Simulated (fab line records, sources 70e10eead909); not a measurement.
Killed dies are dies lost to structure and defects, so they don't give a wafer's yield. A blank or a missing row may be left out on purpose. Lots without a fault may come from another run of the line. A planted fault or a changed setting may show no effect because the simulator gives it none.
fab line records | flow nand_harc
record lots=12 wafers=36 last_day=33
route steps=1302 shown A_CHANNEL_HOLE_D1@463 END@1302
lots that met no fault: from a run of the same line without faults
start_h: hours from the record's first day to the start of the lot's first wafer shown | wait_h: hours since the lot's step before | " the same as in the row above | L1.1+2: a row that stands for several wafers | - no value, or no start given | * or withheld: withheld | < > ~ a bound
route shown NAME@n: a module of which the file shows steps, and the number in the route of the first | usual: mean/standard deviation of fault-free wafers | same: alike in all rows | chamber/n: place in a boat | sites: the reading at each site | _std_site: their standard deviation | _edge_site: outer sites' mean less inner sites' | radius_mm: how far each site lies from the wafer's centre | mask NAME#n: copy n | behind: the tool/chamber that last shaped the wafer | hold: why the lot was held/for how many hours/how that ended | device: the transistor (n, p or np) that didn't switch | end of line: the same wafers' tests at the end of the route | a step without rows: its recipe alone | killed: dies lost to structure and defects at the first sort, not the wafer's yield | map: a wafer's dies, x killed, . not, _ none there
set.NAME: the setting as run; set.NAME@STEP: as run at that earlier step | model.NAME: the simulator's own value behind a step, which no gauge read
steps of the route over a sample of lots; a table a step, a row a wafer
services: from which hour (start_h, from the record's first day; less than 0 if before it) a tool's chamber was out of use, for how many hours, and why
## steps
# step NHARC_A_CHANNEL_HOLE_D1_OVL_MEAS_11
# usual overlay_x_nm=-0.1/0.79 overlay_y_nm=0.2/0.8
# columns lot.wafer tool chamber start_h wait_h overlay_x_nm overlay_y_nm
L567.3 overlay-02 - 185.63 - 0.8 0.4
L567.5 " - " " 0.8 0.9
L567.6 " - " " 1.1 0.6
L568.2 overlay-01 - 185.89 - -0.3 -0.1
L568.3 " - " " -0.8 -0.3
L568.6 " - " " -1.1 0.0
L569.1 overlay-02 - 199.74 - -1.0 0.0
L569.4 " - " " -0.6 0.5
L569.6 " - " " -1.2 0.2
L570.1 overlay-01 - 210.56 - 0.8 0.5
L570.3 " - " " 0.4 -0.1
L570.6 " - " " 0.6 0.3
L571.3 overlay-01 - 215.63 - -1.4 -0.7
L571.4 " - " " -0.9 -0.8
L571.5 " - " " -0.9 -0.6
L574.2 overlay-01 - 246.45 - -0.8 0.1
L574.3 " - " " -0.6 0.1
L574.6 " - " " -0.6 -0.3
L575.2 overlay-02 - 263.68 - 0.0 0.8
L575.3 " - " " -0.4 1.1
L575.4 " - " " -0.1 1.4
L578.1 overlay-02 - 286.51 - 0.1 0.5
L578.3 " - " " -0.6 0.5
L578.4 " - " " -0.1 0.5
L585.2 overlay-02 - 359.21 - 0.8 2.1
L585.3 " - " " 0.3 2.2
L585.4 " - " " 0.7 1.6
L586.1 overlay-01 - 371.44 - -0.6 0.3
L586.4 " - " " -0.5 0.9
L586.6 " - " " -0.8 1.0
L587.2 overlay-01 - 382.89 - -1.1 0.0
L587.3 " - " " -0.1 -0.6
L587.6 " - " " -0.8 -0.8
L588.1 overlay-02 - 395.94 - -0.5 -0.6
L588.2 " - " " -1.1 -0.2
L588.4 " - " " -0.5 0.0
# step NHARC_A_CHANNEL_HOLE_D1_INSPECT_12
# usual raw_defect_count=5.6/2.8
# columns lot.wafer tool chamber start_h wait_h raw_defect_count
L567.3 defect_inspect-01 - 185.67 0.0 6
L567.5 " - " " 3
L567.6 " - " " 4
L568.2 defect_inspect-02 - 185.93 0.0 16
L568.3 " - " " 7
L568.6 " - " " 6
L569.1 defect_inspect-01 - 199.77 0.0 7
L569.4 " - " " 4
L569.6 " - " " 6
L570.1 defect_inspect-02 - 210.60 0.0 1
L570.3 " - " " 9
L570.6 " - " " 5
L571.3 defect_inspect-02 - 215.66 0.0 4
L571.4 " - " " 3
L571.5 " - " " 4
L574.2 defect_inspect-01 - 246.48 0.0 3
L574.3 " - " " 3
L574.6 " - " " 7
L575.2 defect_inspect-02 - 263.71 0.0 1
L575.3 " - " " 13
L575.4 " - " " 4
L578.1 defect_inspect-01 - 286.55 0.0 5
L578.3 " - " " 6
L578.4 " - " " 9
L585.2 defect_inspect-02 - 359.25 0.0 5
L585.3 " - " " 8
L585.4 " - " " 7
L586.1 defect_inspect-02 - 371.48 0.0 6
L586.4 " - " " 12
L586.6 " - " " 11
L587.2 defect_inspect-02 - 382.93 0.0 5
L587.3 " - " " 11
L587.6 " - " " 3
L588.1 defect_inspect-01 - 395.98 0.0 5
L588.2 " - " " 8
L588.4 " - " " 4
# step NHARC_A_CHANNEL_HOLE_D1_ETCH_16
# recipe target_depth_a=31000 over_etch_frac=0.3 time_s=806 ion_energy_ev=150 o2_flow_sccm=400 cos_flow_sccm=20 ar_flow_sccm=0 rf_w=500 bias_w=300 chemistry=O2/COS
# usual drypump_motor_current_A=5.9/0.32 oes_product_au=1.002/0.0087 rf_vpp_V=313.7/1.8 showerhead_plenum_p_Torr=3.09/0.12 throttle_valve_pct=28.331/0.0082
# columns lot.wafer tool chamber start_h wait_h drypump_motor_current_A oes_product_au rf_hours_counter_h rf_vpp_V showerhead_plenum_p_Torr throttle_valve_pct
L567.3 rie_diel-13 3 186.40 - 5.5 1.012 4 312.5 2.95 28.339
L567.5 " 1 " " 5.9 1.007 - 315.8 3.22 28.346
L567.6 " 2 " " 5.3 1.001 - 311.7 3.01 28.321
L568.3 rie_diel-07 0 186.58 - 5.6 0.991 4 312.3 2.98 28.314
L568.2 " 1 " " 6.1 0.999 4 315.9 3.30 28.331
L568.6 " 0 " " 5.5 0.993 - 312.9 2.98 28.341
L569.1 rie_diel-13 2 200.95 - 5.3 0.988 8 312.6 3.00 28.335
L569.4 " 3 " " 5.5 1.000 8 311.8 2.95 28.322
L569.6 " 1 " " 5.9 1.005 - 316.3 3.22 28.328
L570.1 rie_diel-10 0 211.30 - 5.7 1.006 42 313.3 3.03 28.309
L570.3 " 1 " " 5.7 0.994 39 314.3 3.16 28.332
L570.6 " 3 " " 5.5 0.998 - 311.5 2.99 28.337
L571.4 rie_diel-07 3 216.31 - 6.1 1.004 6 312.4 3.01 28.333
L571.3 " 1 " " 6.1 0.989 6 316.9 3.30 28.322
L571.5 " 2 " " 6.3 0.979 - 314.2 3.13 28.318
L574.2 rie_diel-07 0 247.07 - 5.6 0.984 8 310.9 2.98 28.332
L574.3 " 1 " " 6.1 0.994 9 314.7 3.30 28.331
L574.6 " 1 " " 6.1 0.999 - 315.8 3.30 28.331
L575.2 rie_diel-07 0 264.36 - 5.6 0.992 9 314.1 2.97 28.339
L575.4 " 1 " " 6.1 0.854 9 315.9 3.30 28.324
L575.3 " 2 " " 6.3 1.003 11 313.6 3.13 28.323
L578.4 rie_diel-07 0 287.13 - 5.6 0.843 12 312.7 2.97 28.338
L578.3 " 1 " " 6.1 0.998 11 314.7 3.30 28.323
L578.1 " 3 " " 6.1 0.996 13 313.0 3.01 28.329
L585.2 rie_diel-07 3 359.89 - 6.1 1.008 5 312.8 3.01 28.334
L585.3 " 0 " " 5.6 1.006 4 312.4 2.97 28.318
L585.4 " 1 " " 6.1 1.005 7 315.6 3.29 28.336
L586.4 rie_diel-07 2 372.22 - 6.3 1.010 7 314.6 3.13 28.320
L586.1 " 0 " " 5.6 1.008 6 312.9 2.97 28.330
L586.6 " 2 " " 6.3 1.007 - 312.7 3.13 28.338
L587.3 rie_diel-07 3 383.52 - 6.1 1.020 7 312.2 3.00 28.349
L587.2 " 1 " " 6.1 0.994 8 316.7 3.29 28.324
L587.6 " 3 " " 6.1 1.021 - 312.7 3.00 28.340
L588.1 rie_diel-07 2 396.57 - 6.3 0.999 8 313.2 3.12 28.328
L588.2 " 0 " " 5.6 0.993 7 311.6 2.97 28.334
L588.4 " 1 " " 6.1 1.000 9 317.1 3.29 28.341
# step NHARC_A_CHANNEL_HOLE_D1_ETCH_24
# recipe bias_v=5000 source_w=withheld pressure_mtorr=20 time_s=906.2 ar_flow_sccm=375 c4f8_flow_sccm=93.8 o2_flow_sccm=31.2 temp_c=-20 target_depth_a=15000 chemistry=C4F8/O2/Ar
# usual drypump_motor_current_A=5.27/0.19 showerhead_plenum_p_Torr=3.65/0.12 throttle_valve_pct=32.235/0.0087
# columns lot.wafer tool chamber start_h wait_h drypump_motor_current_A rf_hours_counter_h showerhead_plenum_p_Torr throttle_valve_pct
L567.3 har_etch-01 0 189.31 0.6 5.25 - 3.73 32.235
L567.5 " 0 " " 5.23 - 3.73 32.229
L567.6 " 1 " " 5.09 - 3.68 32.222
L568.2 har_etch-02 0 189.44 0.6 5.66 301 3.76 32.239
L568.3 " 1 " " 5.26 - 3.43 32.249
L568.6 " 0 " " 5.65 - 3.76 32.235
L569.1 har_etch-01 1 203.60 0.6 5.10 101 3.68 32.247
L569.4 " 1 " " 5.09 - 3.68 32.238
L569.6 " 1 " " 5.10 - 3.68 32.252
L570.1 har_etch-01 1 214.11 0.6 5.11 105 3.67 32.225
L570.3 " 1 " " 5.09 - 3.67 32.241
L570.6 " 0 " " 5.23 - 3.72 32.248
L571.4 har_etch-02 0 222.31 0.6 5.65 - 3.75 32.235
L571.3 " 1 " " 5.20 - 3.43 32.244
L571.5 " 0 " " 5.62 - 3.75 32.241
L574.2 har_etch-01 1 250.59 0.6 5.09 124 3.66 32.224
L574.3 " 1 " " 5.09 - 3.66 32.245
L574.6 " 1 " " 5.09 - 3.66 32.232
L575.2 har_etch-02 1 267.09 0.6 5.21 346 3.41 32.235
L575.4 " 1 " " 5.24 - 3.41 32.244
L575.3 " 0 " " 5.67 - 3.73 32.228
L578.1 har_etch-01 0 292.03 0.6 5.23 151 3.70 32.241
L578.4 " 0 " " 5.23 - 3.70 32.241
L578.3 " 1 " " 5.10 - 3.65 32.235
L585.2 har_etch-01 1 365.08 0.6 5.11 193 3.63 32.234
L585.3 " 1 " " 5.11 - 3.63 32.227
L585.4 " 0 " " 5.24 - 3.68 32.212
L586.1 har_etch-01 1 374.98 0.6 5.10 197 3.62 32.240
L586.4 " 1 " " 5.10 - 3.62 32.236
L586.6 " 1 " " 5.09 - 3.62 32.233
L587.2 har_etch-01 0 390.91 0.6 5.25 209 3.67 32.247
L587.3 " 1 " " 5.11 - 3.62 32.231
L587.6 " 1 " " 5.10 - 3.62 32.225
L588.1 har_etch-02 1 400.77 0.6 5.23 2 3.92 32.235
L588.2 " 0 " " 5.66 2 3.70 32.241
L588.4 " 1 " " 5.22 - 3.92 32.240
# step NHARC_END_SORT_01
# recipe temp_c=25
# usual killed_at_array=46/16 killed_at_other=0.9/1.3 killed_at_periphery=4.1/3 killed_dies=51/17 killed_open=3.5/1.8 killed_short=2.5/1.8
# same gross_dies=677
# columns lot.wafer tool chamber start_h wait_h killed_at_array killed_at_other killed_at_periphery killed_dies killed_open killed_short
L575.2 prober-02 0 659.54 2.8 41 2 8 51 4 1
L575.3 prober-02 0 660.34 3.1 38 0 7 45 3 3
L575.4 prober-02 0 661.14 3.4 396 2 4 402 2 1
L578.1 prober-02 0 668.12 2.5 37 0 0 37 5 0
L578.3 prober-02 0 669.70 3.1 42 0 2 44 4 4
L578.4 prober-02 0 670.50 3.4 440 1 1 442 8 1
# killed by level:class
L575.2 A_CHANNEL_HOLE_D1:chamber_film_flake=26 A_CHANNEL_HOLE_D2:chamber_film_flake=7 P_M2:chamber_film_flake=6 A_SLIT:chamber_film_flake=2 A_CHANNEL_HOLE_D1:geometric_particle:open=1 A_CHANNEL_FILL_D1:geometric_particle:open=1 A_ONON_D2:geometric_particle:open=1 A_WL_FILL:geometric_particle:short=1
L575.3 A_CHANNEL_HOLE_D1:chamber_film_flake=20 A_CHANNEL_HOLE_D2:chamber_film_flake=10 P_M2:chamber_film_flake=4 P_M0:chamber_film_flake=2 A_CHANNEL_HOLE_D1:geometric_particle:short=1 A_DECK1_JOINT:geometric_particle:open=1 A_DECK1_JOINT:geometric_particle:short=1 A_ONON_D2:geometric_particle:short=1
L575.4 A_CHANNEL_HOLE_D1:area_etch=354 A_CHANNEL_HOLE_D1:chamber_film_flake=26 A_CHANNEL_HOLE_D2:chamber_film_flake=9 P_M2:chamber_film_flake=3 A_DECK1_JOINT:chamber_film_flake=2 THIN_TSV:chamber_film_flake=2 A_SOURCE_PLATE:geometric_particle:open=1 A_WL_FILL:geometric_particle:short=1
L578.1 A_CHANNEL_HOLE_D2:chamber_film_flake=22 A_CHANNEL_HOLE_D1:chamber_film_flake=4 A_M0:geometric_particle:open=2 A_CONTACT:chamber_film_flake=2 A_M1:chamber_film_flake=2 A_CHANNEL_FILL_D1:geometric_particle:open=1 A_CHANNEL_FILL_D2:geometric_particle:open=1 A_CONTACT:geometric_particle:open=1
L578.3 A_CHANNEL_HOLE_D2:chamber_film_flake=18 A_M1:chamber_film_flake=6 A_CONTACT:chamber_film_flake=5 A_CHANNEL_HOLE_D1:chamber_film_flake=3 A_SLIT:chamber_film_flake=3 A_ONON_D2:geometric_particle:short=2 P_GATE:geometric_particle:open=1 P_M2:geometric_particle:open=1
L578.4 A_CHANNEL_HOLE_D1:area_etch=403 A_CHANNEL_HOLE_D2:chamber_film_flake=14 A_CHANNEL_HOLE_D1:chamber_film_flake=6 A_CONTACT:chamber_film_flake=3 A_M1:chamber_film_flake=3 A_BLC:geometric_particle:open=2 A_DECK1_JOINT:chamber_film_flake=2 P_GATE:geometric_particle:open=1
## services
# columns tool chamber start_h hours kind
rie_diel-13 - 167.23 9.0 pm
rie_diel-07 0 175.60 - clean
rie_diel-07 1 175.60 - clean
rie_diel-07 2 175.60 - clean
rie_diel-07 3 175.60 - clean
rie_diel-13 - 186.67 0.6 repair
rie_diel-10 1 191.63 15.1 repair
rie_diel-13 - 222.22 1.0 repair
rie_diel-07 3 225.57 2.3 repair
rie_diel-10 - 243.03 9.0 pm
rie_diel-07 1 248.96 11.9 repair
rie_diel-13 0 251.50 13.5 repair
rie_diel-10 3 269.87 10.4 repair
rie_diel-07 - 285.05 0.3 repair
rie_diel-10 0 288.30 1.9 repair
rie_diel-07 - 294.90 9.0 pm
rie_diel-07 0 314.04 8.0 repair
rie_diel-07 3 324.45 5.9 repair
rie_diel-10 1 335.38 6.3 repair
rie_diel-13 3 339.40 1.3 repair
rie_diel-13 - 344.23 9.0 pm
rie_diel-07 2 370.22 1.8 repair
rie_diel-13 - 375.05 0.7 repair
har_etch-02 - 381.63 17.0 pm
## key
first_sign step=NHARC_A_CHANNEL_HOLE_D1_ETCH_16 reading=oes_product_au direction=down sigmas=18 usual=1.002 struck=0.849
effect step=NHARC_END_SORT_01 reading=killed_at_array direction=up sigmas=23 usual=46 struck=418
more_kills_born_at NHARC_A_CHANNEL_HOLE_D1_ETCH_16@rie_diel-07=757
met_at NHARC_A_CHANNEL_HOLE_D1_ETCH_16
struck_lots L575,L578
struck_wafers L575.4,L578.4
later_rows_left_out L575.4,L578.4
tester_left_out L575,L578
not_acting_at NHARC_A_CHANNEL_HOLE_D1_OVL_MEAS_11,NHARC_A_CHANNEL_HOLE_D1_INSPECT_12,NHARC_A_CHANNEL_HOLE_D1_ETCH_24
onset_between 247.07 264.36
fault kind=process_parameter_drift tool=rie_diel-07 chamber=- onset_h=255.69 steps=NHARC_A_CHANNEL_HOLE_D1_ETCH_16 channel=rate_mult offset=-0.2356 shape=step end_h=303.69 scope=struck_wafers_only
# tester_left_out: of these lots the tester's yield and bins aren't shown, on N5 and GAA mostly nor the transistor test; their killed dies are dies lost to structure and defects alone, not to doping, threshold or leakage, so they don't give the yield
# later_rows_left_out: the simulator's readings of these wafers behind a module that went badly wrong aren't trusted and aren't shown, but for the sort
